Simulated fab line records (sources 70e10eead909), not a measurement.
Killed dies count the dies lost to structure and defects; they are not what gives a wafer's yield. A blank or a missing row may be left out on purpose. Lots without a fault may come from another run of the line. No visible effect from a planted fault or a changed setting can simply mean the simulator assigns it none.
A lot that was struck, set against a sound lot || flow nand harc || 15 out of 1302 route steps
Sound: wafers L396.1, L396.4, L396.5. The struck wafers were L411.1, L411.3, L411.6. The cause is given at the end.
Per side, at each step with rows, come the tool, then ch with its chambers, and then its first start. Under that, the readings that differ: sound wafers || struck wafers || difference of the means || sigmas: that difference in standard deviations of wafers without a fault.
alike: readings whose means differ by less than 2 such deviations, and words and numbers that are the same on both sides. not compared: withheld readings, readings that some wafer has no value for, bounds like >300 that may hide the same value, and numbers for which the record gives no deviation and whose values overlap.
Wherever a step has rows on one side only, a row that says differs or no value, or a row with sigmas, the two part there. Non-overlapping numbers with no deviation appear without sigmas and do not part them. A reading that every wafer of one side lacks parts them only if that side has two wafers or more.

NHARC_A_DECK1_JOINT_ETCHBACK_00: etches the open film in HBr, target depth 30 nm, time 17.4 s.
  sound on rie si-02 ch 1,2,3, day 12 00:34; struck on rie si-05 ch 1,2, day 18 01:04
  alike: drypump motor current A, oes product au, throttle valve pct
  not compared: rf hours counter h
then, 8 steps without rows for these wafers: NHARC_A_DECK1_JOINT_PRECLEAN_30 (cleans in SC1); NHARC_A_DECK1_JOINT_SRD_31; NHARC_A_DECK1_JOINT_CVD_34 (deposits SiNx, target thk 20 nm); NHARC_A_DECK1_JOINT_DEP_06 (deposits SiOx, target thk 80 nm); NHARC_A_DECK1_JOINT_CURE_26 (time 32 s); NHARC_A_DECK1_JOINT_ANNEAL_27 (time 3600 s); NHARC_A_DECK1_JOINT_ANNEAL_28 (time 1800 s); NHARC_A_DECK1_JOINT_ANNEAL_29 (time 1800 s).
NHARC_A_DECK1_JOINT_CMP_02: polishes SiOx.
  sound on cmp-04 ch 0,3, day 12 21:35; struck on cmp-04 ch 1,3, day 18 21:08
  alike: motor current A
then, 1 step without rows for these wafers: NHARC_A_DECK1_JOINT_SRD_15.
NHARC_A_DECK1_JOINT_DEP_16: deposits SiO2, target thk 45 nm.
  sound on pecvd-01 ch 1,2, day 12 21:58; struck on pecvd-01 ch 0,1,2, day 18 21:29
{"reading": "mfc precursor sccm (sccm)", "sound": "161.8 160.5 161.3", "struck": "142.5 142.2 142.8", "difference": -18.7, "sigmas": -37}
  alike: heater power w, throttle valve pct
NHARC_A_DECK1_JOINT_THK_MEAS_17: measures by ellipsometry.
  sound on film metro-01 at day 12 22:15; struck on film metro-01 at day 18 21:46
{"reading": "thk nm (nm)", "sound": "45.2 46.1 44.7", "struck": "39.1 38.5 41.3", "difference": -5.7, "sigmas": -4}
NHARC_A_DECK1_JOINT_INSPECT_05:
  sound on defect inspect-01 at day 12 22:17; struck on defect inspect-01 at day 18 21:49
  alike: raw defect count
-- record jumps: 12 days between struck wafers' starts before vs after; left off in module A_DECK1_JOINT, resumes in module END, first step shown is number 1302 of the route --
NHARC_END_SORT_01:
  the record has rows for the struck wafers here (prober-01 ch 0, day 30 15:26) and none for the sound ones

## WHERE THEY PART
At NHARC_A_DECK1_JOINT_DEP_16 first; at NHARC_END_SORT_01 last (within this record only).

WHY: what had been put in by the simulator
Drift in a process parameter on pecvd-01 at NHARC_A_DECK1_JOINT_DEP_16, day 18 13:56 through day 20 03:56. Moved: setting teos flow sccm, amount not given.
